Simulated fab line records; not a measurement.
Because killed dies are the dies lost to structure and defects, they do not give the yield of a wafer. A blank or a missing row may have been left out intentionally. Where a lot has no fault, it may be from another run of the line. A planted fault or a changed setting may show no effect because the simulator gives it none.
Which tool is to blame? :: flow n5_finfet :: 27 wafers from 9 lots sampled at 5 of the route's 1938 steps

== WHAT THE GAUGES SHOWED, per wafer ==
No reading from a measuring or inspecting step in the record can be judged against a usual standard deviation.

== EACH LOT AND THE TOOL THAT RAN IT (in order: tool; ch and the chambers of the sampled wafers; start) ==
lot: L474
N5_BEOL_M13_DESCUM_33: rie_diel-06 ch 1,2, day 11 08:04
N5_BEOL_M13_ETCH_67: rie_diel-06 ch 1,2, day 11 08:06
N5_BEOL_M13_ETCH_68: rie_diel-06 ch 1,2, day 11 08:15
N5_BEOL_M13_ANNEAL_48: rtp_anneal-01 ch 0, day 11 09:46
N5_PASSIVATION_PROBE_49: -

lot: L476
N5_BEOL_M13_DESCUM_33: rie_diel-03 ch 1,2,3, day 11 17:47
N5_BEOL_M13_ETCH_67: rie_diel-03 ch 1,2,3, day 11 17:49
N5_BEOL_M13_ETCH_68: rie_diel-03 ch 1,2,3, day 11 17:58
N5_BEOL_M13_ANNEAL_48: rtp_anneal-01 ch 0, day 11 21:16
N5_PASSIVATION_PROBE_49: -

lot: L478
N5_BEOL_M13_DESCUM_33: rie_diel-04 ch 0,1,2, day 12 00:31
N5_BEOL_M13_ETCH_67: rie_diel-04 ch 0,1,2, day 12 00:34
N5_BEOL_M13_ETCH_68: rie_diel-04 ch 0,1,2, day 12 00:43
N5_BEOL_M13_ANNEAL_48: rtp_anneal-01 ch 0, day 12 02:39
N5_PASSIVATION_PROBE_49: -

lot: L479
N5_BEOL_M13_DESCUM_33: rie_diel-03 ch 0,1,2, day 12 05:54
N5_BEOL_M13_ETCH_67: rie_diel-03 ch 0,1,2, day 12 05:56
N5_BEOL_M13_ETCH_68: rie_diel-03 ch 0,1,2, day 12 06:05
N5_BEOL_M13_ANNEAL_48: rtp_anneal-02 ch 0, day 12 09:35
N5_PASSIVATION_PROBE_49: -

lot: L485
N5_BEOL_M13_DESCUM_33: rie_diel-06 ch 0,1,3, day 13 21:53
N5_BEOL_M13_ETCH_67: rie_diel-06 ch 0,1,3, day 13 21:58
N5_BEOL_M13_ETCH_68: rie_diel-06 ch 0,1,3, day 13 22:09
N5_BEOL_M13_ANNEAL_48: rtp_anneal-01 ch 0, day 13 23:37
N5_PASSIVATION_PROBE_49: prober-01, day 15 03:41

lot: L486
N5_BEOL_M13_DESCUM_33: rie_diel-03 ch 0,1, day 14 04:02
N5_BEOL_M13_ETCH_67: rie_diel-03 ch 0,1, day 14 04:04
N5_BEOL_M13_ETCH_68: rie_diel-03 ch 0,1, day 14 04:13
N5_BEOL_M13_ANNEAL_48: rtp_anneal-02 ch 0, day 14 11:35
N5_PASSIVATION_PROBE_49: prober-01, day 15 12:02

lot: L493
N5_BEOL_M13_DESCUM_33: rie_diel-06 ch 1,2,3, day 15 16:07
N5_BEOL_M13_ETCH_67: rie_diel-06 ch 1,2,3, day 15 16:10
N5_BEOL_M13_ETCH_68: rie_diel-06 ch 1,2,3, day 15 16:18
N5_BEOL_M13_ANNEAL_48: rtp_anneal-01, day 15 18:04
N5_PASSIVATION_PROBE_49: prober-02, day 16 21:20

lot: L492
N5_BEOL_M13_DESCUM_33: rie_diel-06 ch 1,2,3, day 15 22:38
N5_BEOL_M13_ETCH_67: rie_diel-06 ch 1,2,3, day 15 22:40
N5_BEOL_M13_ETCH_68: rie_diel-06 ch 1,2,3, day 15 22:49
N5_BEOL_M13_ANNEAL_48: rtp_anneal-01, day 16 00:23
N5_PASSIVATION_PROBE_49: -

lot: L495
N5_BEOL_M13_DESCUM_33: rie_diel-03 ch 0,3, day 16 06:58
N5_BEOL_M13_ETCH_67: rie_diel-03 ch 0,3, day 16 06:59
N5_BEOL_M13_ETCH_68: rie_diel-03 ch 0,3, day 16 07:08
N5_BEOL_M13_ANNEAL_48: rtp_anneal-02 ch 0, day 16 10:00
N5_PASSIVATION_PROBE_49: -
- N5_BEOL_M13_DESCUM_33: chemistry O2, time 7.9 s.
- N5_BEOL_M13_ETCH_67: etches SiARC in CF4, target depth 143 nm, time 238.3 s.
- N5_BEOL_M13_ETCH_68: etches SOC in N2/H2, time 355 s.
- N5_BEOL_M13_ANNEAL_48: time 90 s.
- N5_PASSIVATION_PROBE_49

== WHAT THE TOOLS THEMSELVES READ (means of the sampled wafers that have a number; where no wafer has one, the mark that the record gives instead) ==
N5_BEOL_M13_DESCUM_33. Usual: bias_power_w 20.00 W, standard deviation 0.05; drypump_motor_current_A 6.0 A, standard deviation 0.56; o2_flow_sccm 225.0 sccm, standard deviation 0.72; oes_product_au 0.83 a.u., standard deviation 0.093; rf_fwd_power_W 49.34 W, standard deviation 0.24; rf_vpp_V 243.1 V, standard deviation 1.3; showerhead_plenum_p_Torr 2.08 Torr, standard deviation 0.064; throttle_valve_pct 20.39 %, standard deviation 0.25.
lot: L474
tool: rie_diel-06
bias_power_w (W): 20.01
drypump_motor_current_A (A): 5.3
o2_flow_sccm (sccm): 225.1
oes_product_au (a.u.): 0.76
rf_fwd_power_W (W): 49.27
rf_vpp_V (V): 242.2
showerhead_plenum_p_Torr (Torr): 2.06
throttle_valve_pct (%): 20.63
flag: 

lot: L476
tool: rie_diel-03
bias_power_w (W): 19.99
drypump_motor_current_A (A): 6.2
o2_flow_sccm (sccm): 225.4
oes_product_au (a.u.): 0.89
rf_fwd_power_W (W): 49.42
rf_vpp_V (V): 243.6
showerhead_plenum_p_Torr (Torr): 2.11
throttle_valve_pct (%): 20.19
flag: 

lot: L478
tool: rie_diel-04
bias_power_w (W): 20.01
drypump_motor_current_A (A): 6.0
o2_flow_sccm (sccm): 224.6
oes_product_au (a.u.): 0.77
rf_fwd_power_W (W): 49.40
rf_vpp_V (V): 242.7
showerhead_plenum_p_Torr (Torr): 2.04
throttle_valve_pct (%): 20.44
flag: 

lot: L479
tool: rie_diel-03
bias_power_w (W): 19.98
drypump_motor_current_A (A): 6.1
o2_flow_sccm (sccm): 223.9
oes_product_au (a.u.): 0.81
rf_fwd_power_W (W): 49.37
rf_vpp_V (V): 243.4
showerhead_plenum_p_Torr (Torr): 2.08
throttle_valve_pct (%): 20.25
flag: 

lot: L485
tool: rie_diel-06
bias_power_w (W): 19.98
drypump_motor_current_A (A): 6.3
o2_flow_sccm (sccm): 225.4
oes_product_au (a.u.): 0.85
rf_fwd_power_W (W): 49.27
rf_vpp_V (V): 243.4
showerhead_plenum_p_Torr (Torr): 2.12
throttle_valve_pct (%): 20.40
flag: 

lot: L486
tool: rie_diel-03
bias_power_w (W): 20.05
drypump_motor_current_A (A): 6.2
o2_flow_sccm (sccm): 224.6
oes_product_au (a.u.): 0.71
rf_fwd_power_W (W): 49.51
rf_vpp_V (V): 242.7
showerhead_plenum_p_Torr (Torr): 2.03
throttle_valve_pct (%): 20.47
flag: 

lot: L493
tool: rie_diel-06
bias_power_w (W): 19.95
drypump_motor_current_A (A): 5.9
o2_flow_sccm (sccm): 225.1
oes_product_au (a.u.): 0.89
rf_fwd_power_W (W): 49.23
rf_vpp_V (V): 243.1
showerhead_plenum_p_Torr (Torr): 2.10
throttle_valve_pct (%): 20.28
flag: 

lot: L492
tool: rie_diel-06
bias_power_w (W): 20.01
drypump_motor_current_A (A): 5.9
o2_flow_sccm (sccm): 224.3
oes_product_au (a.u.): 0.88
rf_fwd_power_W (W): 49.17
rf_vpp_V (V): 243.6
showerhead_plenum_p_Torr (Torr): 2.10
throttle_valve_pct (%): 20.27
flag: 

lot: L495
tool: rie_diel-03
bias_power_w (W): 19.97
drypump_motor_current_A (A): 6.4
o2_flow_sccm (sccm): 224.9
oes_product_au (a.u.): 0.77
rf_fwd_power_W (W): 49.57
rf_vpp_V (V): 241.7
showerhead_plenum_p_Torr (Torr): 2.01
throttle_valve_pct (%): 20.42
flag: 

N5_BEOL_M13_ETCH_67. Usual: drypump_motor_current_A 6.0 A, standard deviation 0.56; etch_rf_on_time_s 235 s, standard deviation 5.8; oes_product_au 0.71 a.u., standard deviation 0.079; rf_fwd_power_W 542.8 W, standard deviation 1.7; rf_vpp_V 183.9 V, standard deviation 1.1; showerhead_plenum_p_Torr 2.13 Torr, standard deviation 0.06; throttle_valve_pct 15.57 %, standard deviation 0.25.
lot: L474
tool: rie_diel-06
drypump_motor_current_A (A): 5.2
etch_rf_on_time_s (s): 233
oes_product_au (a.u.): 0.67
rf_fwd_power_W (W): 542.1
rf_vpp_V (V): 184.1
showerhead_plenum_p_Torr (Torr): 2.11
throttle_valve_pct (%): 15.79
flag: 

lot: L476
tool: rie_diel-03
drypump_motor_current_A (A): 6.1
etch_rf_on_time_s (s): 234
oes_product_au (a.u.): 0.77
rf_fwd_power_W (W): 543.4
rf_vpp_V (V): 183.6
showerhead_plenum_p_Torr (Torr): 2.15
throttle_valve_pct (%): 15.36
flag: 

lot: L478
tool: rie_diel-04
drypump_motor_current_A (A): 6.0
etch_rf_on_time_s (s): 244
oes_product_au (a.u.): 0.65
rf_fwd_power_W (W): 542.8
rf_vpp_V (V): 183.4
showerhead_plenum_p_Torr (Torr): 2.10
throttle_valve_pct (%): 15.64
flag: 

lot: L479
tool: rie_diel-03
drypump_motor_current_A (A): 6.1
etch_rf_on_time_s (s): 228
oes_product_au (a.u.): 0.69
rf_fwd_power_W (W): 544.6
rf_vpp_V (V): 184.7
showerhead_plenum_p_Torr (Torr): 2.13
throttle_valve_pct (%): 15.50
flag: 

lot: L485
tool: rie_diel-06
drypump_motor_current_A (A): 6.3
etch_rf_on_time_s (s): 233
oes_product_au (a.u.): 0.74
rf_fwd_power_W (W): 542.7
rf_vpp_V (V): 184.3
showerhead_plenum_p_Torr (Torr): 2.16
throttle_valve_pct (%): 15.56
flag: 

lot: L486
tool: rie_diel-03
drypump_motor_current_A (A): 6.2
etch_rf_on_time_s (s): 226
oes_product_au (a.u.): 0.64
rf_fwd_power_W (W): 544.8
rf_vpp_V (V): 183.6
showerhead_plenum_p_Torr (Torr): 2.09
throttle_valve_pct (%): 15.76
flag: 

lot: L493
tool: rie_diel-06
drypump_motor_current_A (A): 5.9
etch_rf_on_time_s (s): 234
oes_product_au (a.u.): 0.77
rf_fwd_power_W (W): 543.5
rf_vpp_V (V): 185.2
showerhead_plenum_p_Torr (Torr): 2.15
throttle_valve_pct (%): 15.45
flag: 

lot: L492
tool: rie_diel-06
drypump_motor_current_A (A): 5.9
etch_rf_on_time_s (s): 234
oes_product_au (a.u.): 0.77
rf_fwd_power_W (W): 541.9
rf_vpp_V (V): 184.1
showerhead_plenum_p_Torr (Torr): 2.15
throttle_valve_pct (%): 15.45
flag: 

lot: L495
tool: rie_diel-03
drypump_motor_current_A (A): 6.4
etch_rf_on_time_s (s): 230
oes_product_au (a.u.): 0.67
rf_fwd_power_W (W): 543.1
rf_vpp_V (V): 182.4
showerhead_plenum_p_Torr (Torr): 2.05
throttle_valve_pct (%): 15.61
flag: 

N5_BEOL_M13_ETCH_68. Usual: drypump_motor_current_A 6.0 A, standard deviation 0.57; oes_product_au 0.83 a.u., standard deviation 0.091; rf_fwd_power_W 2993 W, standard deviation 9.4; rf_vpp_V 523.7 V, standard deviation 2.4; showerhead_plenum_p_Torr 2.53 Torr, standard deviation 0.089; throttle_valve_pct 17.69 %, standard deviation 0.27.
lot: L474
tool: rie_diel-06
drypump_motor_current_A (A): 5.3
oes_product_au (a.u.): 0.77
rf_fwd_power_W (W): 2997
rf_vpp_V (V): 522.3
showerhead_plenum_p_Torr (Torr): 2.49
throttle_valve_pct (%): 17.80
flag: 

lot: L476
tool: rie_diel-03
drypump_motor_current_A (A): 6.2
oes_product_au (a.u.): 0.88
rf_fwd_power_W (W): 2998
rf_vpp_V (V): 524.8
showerhead_plenum_p_Torr (Torr): 2.56
throttle_valve_pct (%): 17.50
flag: 

lot: L478
tool: rie_diel-04
drypump_motor_current_A (A): 6.0
oes_product_au (a.u.): 0.77
rf_fwd_power_W (W): 2987
rf_vpp_V (V): 522.3
showerhead_plenum_p_Torr (Torr): 2.48
throttle_valve_pct (%): 17.79
flag: 

lot: L479
tool: rie_diel-03
drypump_motor_current_A (A): 6.1
oes_product_au (a.u.): 0.79
rf_fwd_power_W (W): 2995
rf_vpp_V (V): 523.5
showerhead_plenum_p_Torr (Torr): 2.53
throttle_valve_pct (%): 17.54
flag: 

lot: L485
tool: rie_diel-06
drypump_motor_current_A (A): 6.3
oes_product_au (a.u.): 0.85
rf_fwd_power_W (W): 2987
rf_vpp_V (V): 524.9
showerhead_plenum_p_Torr (Torr): 2.57
throttle_valve_pct (%): 17.69
flag: 

lot: L486
tool: rie_diel-03
drypump_motor_current_A (A): 6.2
oes_product_au (a.u.): 0.72
rf_fwd_power_W (W): 2978
rf_vpp_V (V): 522.2
showerhead_plenum_p_Torr (Torr): 2.47
throttle_valve_pct (%): 17.79
flag: 

lot: L493
tool: rie_diel-06
drypump_motor_current_A (A): 5.9
oes_product_au (a.u.): 0.89
rf_fwd_power_W (W): 2984
rf_vpp_V (V): 524.6
showerhead_plenum_p_Torr (Torr): 2.55
throttle_valve_pct (%): 17.56
flag: 

lot: L492
tool: rie_diel-06
drypump_motor_current_A (A): 5.9
oes_product_au (a.u.): 0.88
rf_fwd_power_W (W): 2992
rf_vpp_V (V): 524.4
showerhead_plenum_p_Torr (Torr): 2.55
throttle_valve_pct (%): 17.57
flag: 

lot: L495
tool: rie_diel-03
drypump_motor_current_A (A): 6.5
oes_product_au (a.u.): 0.76
rf_fwd_power_W (W): 2994
rf_vpp_V (V): 520.6
showerhead_plenum_p_Torr (Torr): 2.42
throttle_valve_pct (%): 17.76
flag: 

N5_BEOL_M13_ANNEAL_48. Usual: anneal_temp_c 225.00 C, standard deviation 0.18; anneal_temp_c_max 226.29, standard deviation 0.27; wafer_temp_C_max 225.70, standard deviation 0.21.
lot: L474
tool: rtp_anneal-01
anneal_temp_c (C): 224.82
anneal_temp_c_max: 225.87
wafer_temp_C_max: 225.58
flag: 

lot: L476
tool: rtp_anneal-01
anneal_temp_c (C): 224.97
anneal_temp_c_max: 226.32
wafer_temp_C_max: 225.47
flag: 

lot: L478
tool: rtp_anneal-01
anneal_temp_c (C): 224.95
anneal_temp_c_max: 226.27
wafer_temp_C_max: 225.56
flag: 

lot: L479
tool: rtp_anneal-02
anneal_temp_c (C): 224.86
anneal_temp_c_max: 226.13
wafer_temp_C_max: 225.84
flag: 

lot: L485
tool: rtp_anneal-01
anneal_temp_c (C): 225.04
anneal_temp_c_max: 226.17
wafer_temp_C_max: 225.68
flag: 

lot: L486
tool: rtp_anneal-02
anneal_temp_c (C): 225.39
anneal_temp_c_max: 226.60
wafer_temp_C_max: 225.70
flag: 

lot: L493
tool: rtp_anneal-01
anneal_temp_c (C): -
anneal_temp_c_max: -
wafer_temp_C_max: -
flag: OFF

lot: L492
tool: rtp_anneal-01
anneal_temp_c (C): -
anneal_temp_c_max: -
wafer_temp_C_max: -
flag: OFF

lot: L495
tool: rtp_anneal-02
anneal_temp_c (C): 225.15
anneal_temp_c_max: 226.47
wafer_temp_C_max: 225.85
flag: 

N5_PASSIVATION_PROBE_49. Usual: defect_limited_yield 91.0 %, standard deviation 1.4; killed_at_M0_to_M3 36, standard deviation 11; killed_at_M4_up 13, standard deviation 5.4; killed_at_contacts 12, standard deviation 6.4; killed_at_front_end 41, standard deviation 13; killed_at_other 2.9, standard deviation 2.3; killed_dies 106, standard deviation 17; killed_open 70, standard deviation 12; killed_short 34, standard deviation 8.4; sort_bin_5_function 5.2 %, standard deviation 1; sort_bin_6_memory 3.4 %, standard deviation 0.63; sort_n_pass 1074, standard deviation 18; sort_yield_pct 91.0 %, standard deviation 1.6.
lot: L485
tool: prober-01
defect_limited_yield (%): 92.6
killed_at_M0_to_M3: 29
killed_at_M4_up: 10
killed_at_contacts: 14
killed_at_front_end: 31
killed_at_other: 3.0
killed_dies: 87
killed_open: 62
killed_short: 24
sort_bin_5_function (%): 4.4
sort_bin_6_memory (%): 2.7
sort_n_pass: 1093
sort_yield_pct (%): 92.6
flag: 

lot: L486
tool: prober-01
defect_limited_yield (%): 89.8
killed_at_M0_to_M3: 45
killed_at_M4_up: 15
killed_at_contacts: 10
killed_at_front_end: 49
killed_at_other: 0.7
killed_dies: 120
killed_open: 73
killed_short: 44
sort_bin_5_function (%): 5.9
sort_bin_6_memory (%): 4.0
sort_n_pass: 1060
sort_yield_pct (%): 89.8
flag: 

lot: L493
tool: prober-02
defect_limited_yield (%): 90.0
killed_at_M0_to_M3: 50
killed_at_M4_up: 10
killed_at_contacts: 14
killed_at_front_end: 44
killed_at_other: 1.0
killed_dies: 119
killed_open: 76
killed_short: 40
sort_bin_5_function (%): 6.3
sort_bin_6_memory (%): 3.3
sort_n_pass: 1061
sort_yield_pct (%): 90.0
flag: 

== THE ANSWER, worked out from the rows above alone ==
Rule: lot off if the mean of its wafers having a number is beyond 3 standard deviations from the usual mean. A lot without any number at a reading at which 4 lots or more have one is off too. Where the step has rows for the other lots, those lots are counted as sound. First the gauges in route order, then the tools' own readings, where a lot's mean is used as printed above. At the first step where some lot is off, the reading lying furthest off is the one used; lots without a number count as furthest.
Off at N5_BEOL_M13_ANNEAL_48 (anneal_temp_c): L493, L492. Without a number there: L493, L492.
If a tool, at that step or one of the process steps before it, ran each lot that is off and ran no sound lot following the first of them, it fits. This does not decide it: 2 tools fit, namely rie_diel-06 at N5_BEOL_M13_DESCUM_33 and N5_BEOL_M13_ETCH_67 and N5_BEOL_M13_ETCH_68 and rtp_anneal-01 at N5_BEOL_M13_ANNEAL_48.

== WHAT HAD BEEN PUT IN BY THE SIMULATOR ==
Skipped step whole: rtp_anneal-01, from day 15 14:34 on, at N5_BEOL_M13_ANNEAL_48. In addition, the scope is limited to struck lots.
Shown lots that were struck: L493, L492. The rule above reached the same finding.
